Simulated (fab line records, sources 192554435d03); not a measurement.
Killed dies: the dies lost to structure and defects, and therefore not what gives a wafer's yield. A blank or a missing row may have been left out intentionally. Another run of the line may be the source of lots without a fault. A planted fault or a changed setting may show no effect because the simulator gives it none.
Chamber matching :: flow n5-finfet :: rie-diel-01 running N5_MOL_CONTACT_COAG_ETCH_65: 4 sister chambers
The step etches underlayer in N2/H2, target depth 13 nm, time 10.4 s. 8 wafers are shown with their chamber, then 7 later ones without.

## WAFERS, EACH WITH ITS CHAMBER
wafer: L075.1
chamber: 1
drypump-motor-current-A (A): 6.5
showerhead-plenum-p-Torr (Torr): 2.51

wafer: L078.3
chamber: 0
drypump-motor-current-A (A): 6.2
showerhead-plenum-p-Torr (Torr): 2.44

wafer: L078.6
chamber: 0
drypump-motor-current-A (A): 6.2
showerhead-plenum-p-Torr (Torr): 2.44

wafer: L084.1
chamber: 1
drypump-motor-current-A (A): 6.4
showerhead-plenum-p-Torr (Torr): 2.50

wafer: L086.2
chamber: 2
drypump-motor-current-A (A): 5.4
showerhead-plenum-p-Torr (Torr): 2.62

wafer: L086.5
chamber: 3
drypump-motor-current-A (A): 5.1
showerhead-plenum-p-Torr (Torr): 2.32

wafer: L092.1
chamber: 3
drypump-motor-current-A (A): 5.1
showerhead-plenum-p-Torr (Torr): 2.31

wafer: L092.2
chamber: 2
drypump-motor-current-A (A): 5.4
showerhead-plenum-p-Torr (Torr): 2.62

## WAFERS MISSING THEIR CHAMBER
wafer: L092.4
drypump-motor-current-A (A): 6.2
showerhead-plenum-p-Torr (Torr): 2.43

wafer: L096.2
drypump-motor-current-A (A): 5.1
showerhead-plenum-p-Torr (Torr): 2.31

wafer: L096.5
drypump-motor-current-A (A): 6.5
showerhead-plenum-p-Torr (Torr): 2.49

wafer: L096.6
drypump-motor-current-A (A): 5.4
showerhead-plenum-p-Torr (Torr): 2.62

wafer: L097.1
drypump-motor-current-A (A): 5.1
showerhead-plenum-p-Torr (Torr): 2.31

wafer: L097.5
drypump-motor-current-A (A): 5.2
showerhead-plenum-p-Torr (Torr): 2.31

wafer: L097.6
drypump-motor-current-A (A): 6.5
showerhead-plenum-p-Torr (Torr): 2.49

## WHICH CHAMBER EACH WENT THROUGH
wafer: L092.4
from the rows above: 0
in truth: 0

wafer: L096.2
from the rows above: 3
in truth: 3

wafer: L096.5
from the rows above: 1
in truth: 1

wafer: L096.6
from the rows above: 2
in truth: 2

wafer: L097.1
from the rows above: 3
in truth: 3

wafer: L097.5
from the rows above: 3
in truth: 3

wafer: L097.6
from the rows above: 1
in truth: 1
Placed correctly: 7 of 7. Left unplaced by these rows: 0. 0 placed wrongly.
How it was worked out, from the rows above alone: a wafer's distance from a chamber is the root of the sum, over the readings, of the square of ((its reading less the chamber's mean) divided by the reading's scatter). The wafer belongs to the nearest chamber; if the next one is less than 2 further off, it can't be placed. Each chamber's mean is taken over the wafers shown for it. The scatter: take each reading less its chamber's mean, square it, sum over the shown wafers, divide by the number of wafers less the number of chambers, and take the root.
